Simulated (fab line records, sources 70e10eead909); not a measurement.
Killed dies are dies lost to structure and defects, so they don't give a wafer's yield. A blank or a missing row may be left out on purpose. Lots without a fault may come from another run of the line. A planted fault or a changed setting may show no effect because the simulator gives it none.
Chamber matching | flow nand_harc | NHARC_P_STI_DESCUM_14 on rie_diel-06: 4 sister chambers
The step chemistry O2, time 3 s. 8 wafers are shown with their chamber, then 7 later ones without.

WAFERS WITH THEIR CHAMBER
wafer  | chamber | oes_product_au (a.u.) | rf_vpp_V (V)
L333.2 | 0       | 0.989                 | 58.8
L334.4 | 1       | 1.000                 | 57.2
L334.5 | 3       | 0.991                 | 56.4
L343.1 | 3       | 0.985                 | 58.5
L343.3 | 0       | 0.998                 | 57.8
L343.6 | 2       | 0.993                 | 58.2
L345.3 | 2       | 0.996                 | 58.2
L345.5 | 1       | 0.996                 | 58.1

WAFERS WITHOUT THEIR CHAMBER
wafer  | oes_product_au (a.u.) | rf_vpp_V (V)
L345.6 | 1.001                 | 59.0
L349.2 | 1.000                 | 57.7
L349.3 | 1.002                 | 57.0
L349.4 | 1.002                 | 58.4
L351.1 | 1.005                 | 57.5
L351.5 | 1.004                 | 57.9
L351.6 | 0.997                 | 57.2

WHICH CHAMBER EACH WENT THROUGH
wafer  | from the rows above               | in truth
L345.6 | can't be placed: 1 or 2 or 0 or 3 | 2
L349.2 | can't be placed: 1 or 2 or 0      | 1
L349.3 | can't be placed: 1 or 2 or 0      | 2
L349.4 | can't be placed: 1 or 2 or 0      | 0
L351.1 | can't be placed: 1 or 2 or 0      | 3
L351.5 | can't be placed: 1 or 2 or 0      | 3
L351.6 | can't be placed: 1 or 2 or 0 or 3 | 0
Placed correctly: 0 of 7. Can't be placed from these rows: 7 (the true chamber is among the candidates in 5). Placed wrongly: 0.
How it was worked out, from the rows above alone: a wafer's distance from a chamber is the root of the sum, over the readings, of the square of ((its reading less the chamber's mean) divided by the reading's scatter). The wafer belongs to the nearest chamber; if the next one is less than 2 further off, it can't be placed. A chamber's mean is the mean of its shown wafers. The scatter: the root of (the sum of the squares of (reading less its chamber's mean) over the shown wafers, divided by (wafers less chambers)).
